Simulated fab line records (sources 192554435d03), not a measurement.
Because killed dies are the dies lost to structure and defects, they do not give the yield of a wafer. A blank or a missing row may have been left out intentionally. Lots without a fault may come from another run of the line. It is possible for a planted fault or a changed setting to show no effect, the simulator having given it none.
fab line records	flow n5Finfet	part 2 of 2: steps 5 to 6 of 6
record lots=17	wafers=51	lastDay=18
route steps=1938 shown FIN_SAQP@101
lots with no fault: from the same line, run without faults
startH: the number of hours between the record's first day and the start of the first shown wafer of the lot	waitH: time in hours since the lot's previous step	" identical to the entry in the row above	L1.1+2: several wafers, shown together as one row	- either no value or no given start	* or withheld: withheld	< > ~ a bound
route shown NAME@n: NAME is a module with steps in the file, n the number in the route of the first one	usual: the fault-free wafers' mean and standard deviation	same: alike in all rows	chamber/n: place in a boat	sites: the reading at each site	_std_site: how widely they spread, as a standard deviation	_edge_site: mean of outer sites minus mean of inner sites	radiusMm: how far each site lies from the wafer's centre	mask NAME#n: copy n	behind: the tool/chamber that last shaped the wafer	hold: the reason the lot was held/the length of the hold in hours/how it ended	device: whichever transistor did not switch (one of n, p or np)	end of line: the route-end tests of the same wafers	a step with no rows: only its recipe	killed: not the wafer's yield, but the dies lost to structure and defects at the first sort	map: shows each die of a wafer: x if killed, . if not, _ if none is there
set.NAME: the setting the step ran with; set.NAME@STEP: the setting that earlier step ran with	model.NAME: the simulator's own value behind a step, which no gauge read
a sample of lots followed through the steps of the route, with each step as a table and each wafer as a row
services: when a tool's chamber went out of use (startH, in hours from the record's first day, below 0 if earlier), for how many hours, and the reason
## steps
# step N5_FIN_SAQP_ETCH_67
# recipe chemistry=CH3F/O2	target=SiNx	targetDepthA=300	maskMaterial=SOC	pressureMtorr=30	sourceW=395	biasW=73	Ar_flow_sccm=150	CH3F_flow_sccm=30	O2_flow_sccm=20	ionEnergyEv=120
# usual chamberPressureMTorr=29.99/0.047	drypumpMotorCurrentA=5.7/0.51	mfcArSccm=150.1/0.44	oesProductAu=0.79/0.09	rfVppV=301/5.1	showerheadPlenumPTorr=2.05/0.045	throttleValvePct=16.27/0.21
lot.wafer	tool	chamber	startH	waitH	chamberPressureMTorr	drypumpMotorCurrentA	mfcArSccm	oesProductAu	rfHoursCounterH	rfVppV	showerheadPlenumPTorr	throttleValvePct
L074.4	rieDiel-05	2	25.08	0.0	29.98	5.9	150.2	0.76	158	309	2.10	16.16
L074.5	"	1	"	"	30.03	6.0	149.6	0.73	-	302	2.09	16.39
L074.6	"	2	"	"	29.98	5.9	149.5	0.75	-	310	2.10	16.15
L075.2	rieDiel-04	0	33.54	0.0	29.99	6.7	149.9	0.96	7	300	2.12	15.89
L075.3	"	2	"	"	30.00	5.0	149.9	0.70	226	296	2.05	16.72
L075.4	"	3	"	"	30.01	4.9	150.6	0.91	42	302	1.95	16.31
L076.2	rieDiel-04	1	37.14	0.0	29.98	5.6	150.3	0.82	81	293	2.02	16.10
L076.3	"	3	"	"	30.04	4.9	150.9	0.89	43	303	1.95	16.31
L076.6	"	0	"	"	29.98	6.7	150.3	0.95	-	300	2.12	15.90
L080.2	rieDiel-05	0	60.82	0.0	30.02	5.6	149.6	0.80	120	300	2.09	16.24
L080.4	"	1	"	"	30.04	6.1	149.9	0.70	155	303	2.08	16.41
L080.5	"	1	"	"	30.02	6.1	150.0	0.71	-	300	2.08	16.42
L081.3	rieDiel-01	2	67.63	0.0	30.00	5.9	150.4	0.71	210	304	2.05	16.17
L081.5	"	2	"	"	30.00	5.9	150.3	0.71	-	304	2.05	16.16
L081.6	"	3	"	"	29.97	5.7	149.9	0.96	-	299	2.05	16.44
L082.2	rieDiel-01	0	74.66	0.0	29.99	5.5	150.1	0.70	211	301	2.05	16.40
L082.3	"	1	"	"	30.02	6.1	149.2	0.79	107	311	2.09	16.14
L082.6	"	2	"	"	30.03	5.9	149.8	0.70	-	304	2.05	16.17
L083.3	rieDiel-04	3	80.68	0.0	29.96	4.9	150.3	0.88	57	302	1.95	16.34
L083.4	"	0	"	"	29.97	6.7	149.8	0.92	22	299	2.12	15.93
L083.5	"	3	"	"	29.99	4.9	149.9	0.87	-	304	1.95	16.34
L084.4	rieDiel-04	2	84.51	0.0	29.99	4.9	150.3	0.67	241	298	2.05	16.75
L084.5	"	1	"	"	30.00	5.7	149.3	0.79	-	295	2.02	16.13
L084.6	"	2	"	"	30.01	4.9	150.0	0.67	-	297	2.05	16.75
L085.3	rieDiel-04	3	90.44	0.0	30.04	4.9	150.2	0.87	60	304	1.95	16.36
L085.5	"	0	"	"	30.02	6.7	149.7	0.92	-	300	2.12	15.92
L085.6	"	1	"	"	29.97	5.6	150.3	0.80	-	294	2.02	16.14
L087.1	rieDiel-01	0	105.15	0.0	29.97	5.5	150.0	0.70	220	300	2.05	16.39
L087.3	"	3	"	"	29.97	5.8	150.3	0.92	17	301	2.04	16.45
L087.4	"	2	"	"	30.00	5.9	149.7	0.69	221	303	2.05	16.18
L088.2	rieDiel-04	3	108.44	0.0	29.98	4.9	150.3	0.85	66	303	1.95	16.35
L088.3	"	2	"	"	29.95	5.0	149.7	0.68	249	298	2.05	16.78
L088.6	"	2	"	"	30.00	4.9	150.8	0.67	-	297	2.04	16.76
L089.1	rieDiel-01	1	114.57	0.0	30.01	6.0	150.0	0.79	119	311	2.09	16.15
L089.2	"	0	"	"	29.95	5.5	150.2	0.69	224	301	2.05	16.40
L089.4	"	3	"	"	29.99	5.8	149.2	0.92	21	299	2.04	16.48
L092.3	rieDiel-01	0	138.49	0.0	30.02	5.5	150.1	0.70	227	299	2.05	16.43
L092.4	"	3	"	"	29.98	5.8	150.0	0.91	24	300	2.04	16.47
L092.5	"	2	"	"	30.01	5.9	150.7	0.70	-	303	2.05	16.21
L093.1	rieDiel-04	2	149.20	0.0	29.94	5.0	149.3	0.95	7	297	2.04	16.27
L093.4	"	1	"	"	29.98	5.7	149.8	0.78	116	295	2.01	16.19
L093.6	"	1	"	"	29.93	5.6	150.2	0.78	-	293	2.01	16.16
L094.1	rieDiel-04	1	150.45	0.0	29.99	5.7	150.1	0.78	116	295	2.01	16.19
L094.5	"	2	"	"	29.96	5.0	150.2	0.95	-	298	2.04	16.26
L094.6	"	3	"	"	30.01	4.9	149.7	0.84	-	303	1.94	16.38
L095.3	rieDiel-05	3	153.07	0.0	30.00	6.1	151.1	0.72	190	294	2.07	16.38
L095.4	"	1	"	"	30.01	6.1	150.2	0.69	189	302	2.07	16.48
L095.5	"	3	"	"	30.00	6.1	149.6	0.72	-	294	2.07	16.39
L096.1	rieDiel-01	0	157.30	0.0	29.98	5.5	150.2	0.69	234	299	2.05	16.41
L096.3	"	2	"	"	29.98	5.9	150.2	0.68	234	303	2.05	16.22
L096.6	"	2	"	"	29.96	5.9	149.7	0.69	-	305	2.05	16.22
# step N5_FIN_SAQP_HM_OPEN_33
# recipe chemistry=CH3F/O2	target=SiNx	maskMaterial=SiO2	targetDepthA=494	timeS=70.6	pressureMtorr=30	sourceW=395	biasW=73	Ar_flow_sccm=150	CH3F_flow_sccm=30	O2_flow_sccm=20	ionEnergyEv=120	ends=cleared
# usual chamberPressureMTorr=30.000/0.029	drypumpMotorCurrentA=5.8/0.44	etchRfOnTimeS=68.7/1.4	mfcArSccm=150.0/0.46	oesProductAu=0.67/0.07	rfVppV=302/4.8	showerheadPlenumPTorr=2.06/0.042	throttleValvePct=16.27/0.18
lot.wafer	tool	chamber	startH	waitH	chamberPressureMTorr	drypumpMotorCurrentA	etchRfOnTimeS	mfcArSccm	oesProductAu	rfHoursCounterH	rfVppV	showerheadPlenumPTorr	throttleValvePct
L074.4	rieDiel-05	1	25.92	0.1	29.984	6.1	72.9	150.6	0.62	143	302	2.09	16.39
L074.5	"	1	"	"	30.016	6.1	69.1	150.4	0.62	-	304	2.09	16.36
L074.6	"	2	"	"	30.002	5.9	70.4	150.7	0.65	-	308	2.10	16.12
L075.2	rieDiel-01	0	34.40	0.0	29.985	5.5	68.5	149.9	0.62	195	301	2.06	16.35
L075.3	"	3	"	"	30.015	5.8	67.4	149.8	0.58	250	301	2.05	16.87
L075.4	"	1	"	"	29.996	6.0	68.1	149.0	0.70	90	312	2.10	16.07
L076.2	rieDiel-05	0	38.10	0.0	29.992	5.6	67.1	150.0	0.69	113	298	2.09	16.20
L076.3	"	1	"	"	29.963	6.1	70.3	150.4	0.62	148	300	2.08	16.38
L076.6	"	1	"	"	29.971	6.1	70.0	150.0	0.62	-	301	2.08	16.38
L080.2	rieDiel-04	0	61.64	0.0	29.973	6.7	68.2	149.9	0.79	15	301	2.12	15.89
L080.4	"	1	"	"	29.917	5.7	68.9	149.1	0.69	87	293	2.02	16.11
L080.5	"	0	"	"	30.005	6.7	66.4	149.8	0.80	-	302	2.12	15.87
L081.3	rieDiel-01	3	68.88	0.0	29.958	5.7	68.8	150.5	0.83	5	301	2.05	16.40
L081.5	"	3	"	"	29.969	5.7	68.1	150.1	0.83	-	301	2.05	16.42
L081.6	"	2	"	"	30.032	5.9	70.2	149.8	0.60	-	303	2.05	16.15
L082.2	rieDiel-05	1	76.61	0.1	29.997	6.1	69.2	149.0	0.60	162	302	2.08	16.39
L082.3	"	2	"	"	30.017	5.9	69.7	149.7	0.63	175	309	2.09	16.18
L082.6	"	0	"	"	30.028	5.6	68.8	150.2	0.68	-	300	2.08	16.24
L083.3	rieDiel-01	1	81.56	0.1	29.971	6.0	67.0	150.7	0.67	109	312	2.09	16.12
L083.4	"	3	"	"	29.978	5.8	69.5	150.3	0.80	10	300	2.05	16.45
L083.5	"	3	"	"	30.034	5.8	68.5	150.7	0.80	-	301	2.05	16.42
L084.4	rieDiel-05	3	85.35	0.0	29.953	6.1	67.4	149.8	0.63	167	295	2.08	16.33
L084.5	"	1	"	"	30.031	6.1	67.9	149.1	0.60	-	301	2.08	16.41
L084.6	"	0	"	"	29.992	5.6	69.3	150.3	0.67	-	299	2.08	16.23
L085.3	rieDiel-05	3	91.46	0.0	30.036	6.1	69.3	150.9	0.62	168	294	2.08	16.34
L085.5	"	1	"	"	29.958	6.0	71.1	150.3	0.61	-	301	2.08	16.42
L085.6	"	0	"	"	29.962	5.5	69.7	150.0	0.67	-	300	2.08	16.24
L087.1	rieDiel-05	2	106.00	0.0	30.050	5.9	68.8	149.1	0.63	185	309	2.09	16.17
L087.3	"	1	"	"	30.051	6.0	67.5	150.4	0.60	170	302	2.08	16.42
L087.4	"	0	"	"	29.968	5.5	69.3	149.6	0.67	136	299	2.08	16.25
L088.2	rieDiel-04	3	109.65	0.2	30.048	4.9	66.8	150.0	0.73	67	303	1.95	16.34
L088.3	"	0	"	"	30.021	6.7	65.7	150.0	0.77	32	300	2.11	15.91
L088.6	"	3	"	"	29.962	4.9	67.1	150.3	0.75	-	302	1.95	16.34
L089.1	rieDiel-04	0	115.58	0.2	30.051	6.7	66.9	150.0	0.75	35	300	2.11	15.93
L089.2	"	1	"	"	30.036	5.7	68.6	150.1	0.67	107	294	2.01	16.15
L089.4	"	1	"	"	30.006	5.7	69.5	149.7	0.67	-	294	2.01	16.16
L092.3	rieDiel-05	0	139.56	0.1	29.999	5.6	67.7	149.6	0.66	150	299	2.07	16.29
L092.4	"	2	"	"	30.006	5.9	68.6	150.0	0.63	200	308	2.09	16.22
L092.5	"	2	"	"	29.962	5.9	69.3	150.5	0.62	-	310	2.09	16.22
L093.1	rieDiel-05	3	150.30	0.0	30.005	6.1	67.2	150.2	0.61	189	294	2.07	16.38
L093.4	"	2	"	"	30.031	5.9	68.8	150.3	0.62	203	308	2.08	16.23
L093.6	"	0	"	"	30.064	5.6	71.0	150.0	0.65	-	299	2.07	16.29
L094.1	rieDiel-04	2	152.16	0.0	30.012	5.0	69.6	149.6	0.81	8	299	2.04	16.24
L094.5	"	2	"	"	29.989	5.0	71.3	149.9	0.80	-	296	2.04	16.26
L094.6	"	3	"	"	30.023	4.9	69.2	149.9	0.71	-	303	1.94	16.37
L095.3	rieDiel-01	3	154.16	0.0	29.991	5.7	66.5	150.0	0.78	30	300	2.04	16.47
L095.4	"	2	"	"	29.987	5.9	70.2	150.9	0.59	233	304	2.05	16.19
L095.5	"	3	"	"	30.040	5.7	68.8	150.0	0.76	-	299	2.04	16.47
L096.1	rieDiel-01	0	158.11	0.0	30.011	5.5	70.0	149.2	0.59	234	301	2.05	16.42
L096.3	"	2	"	"	29.962	5.8	70.9	150.1	0.58	235	304	2.05	16.19
L096.6	"	1	"	"	30.019	6.1	69.9	150.6	0.65	-	310	2.08	16.14
## services
tool	chamber	startH	hours	kind
rieDiel-05	-	33.95	0.1	repair
rieDiel-05	-	34.69	1.0	repair
rieDiel-01	3	35.16	-	clean
rieDiel-01	3	35.16	-	consumableReplace:focusRing
rieDiel-01	3	35.16	15.1	scheduledDown
rieDiel-01	3	35.16	15.1	ventCycle
rieDiel-01	2	92.18	1.8	repair
rieDiel-05	1	94.47	6.9	repair
rieDiel-04	2	110.55	-	clean
rieDiel-04	2	110.55	-	consumableReplace:focusRing
rieDiel-04	2	110.55	21.2	scheduledDown
rieDiel-04	2	110.55	21.2	ventCycle
rieDiel-04	-	119.05	14.6	pm
rieDiel-01	-	122.14	14.6	pm
rieDiel-05	3	143.24	5.5	repair
rieDiel-05	-	156.81	0.4	repair
